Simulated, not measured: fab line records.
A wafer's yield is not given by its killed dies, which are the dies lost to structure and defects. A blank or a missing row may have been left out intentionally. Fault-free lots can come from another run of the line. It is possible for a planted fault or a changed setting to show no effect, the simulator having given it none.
Matching of chambers / flow nand_harc / NHARC_A_CHANNEL_FILL_D1_ALD_02 on ald_hk-02: 4 sister chambers
The step deposits SiO2, target thk 6 nm, pulse time 10 s, ald cycles 60. 8 wafers are shown with their chamber, then 9 later ones without.

WAFERS PAIRED WITH THEIR CHAMBERS
wafer=L074.2; chamber=2; heater_power_w (W)=436; precursor_pulse_height_rel=1.003
wafer=L076.3; chamber=2; heater_power_w (W)=429; precursor_pulse_height_rel=0.967
wafer=L078.1; chamber=1; heater_power_w (W)=459; precursor_pulse_height_rel=0.988
wafer=L081.4; chamber=3; heater_power_w (W)=469; precursor_pulse_height_rel=0.996
wafer=L081.6; chamber=0; heater_power_w (W)=396; precursor_pulse_height_rel=0.990
wafer=L083.1; chamber=3; heater_power_w (W)=476; precursor_pulse_height_rel=1.012
wafer=L083.2; chamber=1; heater_power_w (W)=465; precursor_pulse_height_rel=0.970
wafer=L083.5; chamber=0; heater_power_w (W)=392; precursor_pulse_height_rel=1.043

WAFERS MISSING THEIR CHAMBER
wafer=L091.1; heater_power_w (W)=472; precursor_pulse_height_rel=0.965
wafer=L091.4; heater_power_w (W)=406; precursor_pulse_height_rel=1.011
wafer=L091.6; heater_power_w (W)=417; precursor_pulse_height_rel=0.976
wafer=L094.3; heater_power_w (W)=454; precursor_pulse_height_rel=1.000
wafer=L094.5; heater_power_w (W)=463; precursor_pulse_height_rel=0.976
wafer=L094.6; heater_power_w (W)=409; precursor_pulse_height_rel=1.006
wafer=L097.4; heater_power_w (W)=382; precursor_pulse_height_rel=0.988
wafer=L097.5; heater_power_w (W)=442; precursor_pulse_height_rel=1.019
wafer=L097.6; heater_power_w (W)=420; precursor_pulse_height_rel=0.994

WHICH CHAMBER EACH WENT THROUGH
wafer=L091.1; from the rows above=can't be placed: 3 or 1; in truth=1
wafer=L091.4; from the rows above=0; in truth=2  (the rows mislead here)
wafer=L091.6; from the rows above=can't be placed: 2 or 0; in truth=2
wafer=L094.3; from the rows above=1; in truth=1
wafer=L094.5; from the rows above=1; in truth=1
wafer=L094.6; from the rows above=0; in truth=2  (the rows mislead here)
wafer=L097.4; from the rows above=0; in truth=0
wafer=L097.5; from the rows above=2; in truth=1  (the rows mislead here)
wafer=L097.6; from the rows above=2; in truth=2
Correct placement for 4 of the 9. Not placeable from these rows: 2 (in 2, the candidates include the true chamber). Number placed wrongly: 3.
How it was worked out, from the rows above alone: a wafer's distance from a chamber is the root of the sum, over the readings, of the square of ((its reading less the chamber's mean) divided by the reading's scatter). If the next closest chamber is less than 2 further off than the closest, the wafer can't be placed; otherwise it belongs to the closest. For every chamber, the mean is computed from those of its wafers that are shown. The scatter: the root of (the sum of the squares of (reading less its chamber's mean) over the shown wafers, divided by (wafers less chambers)).
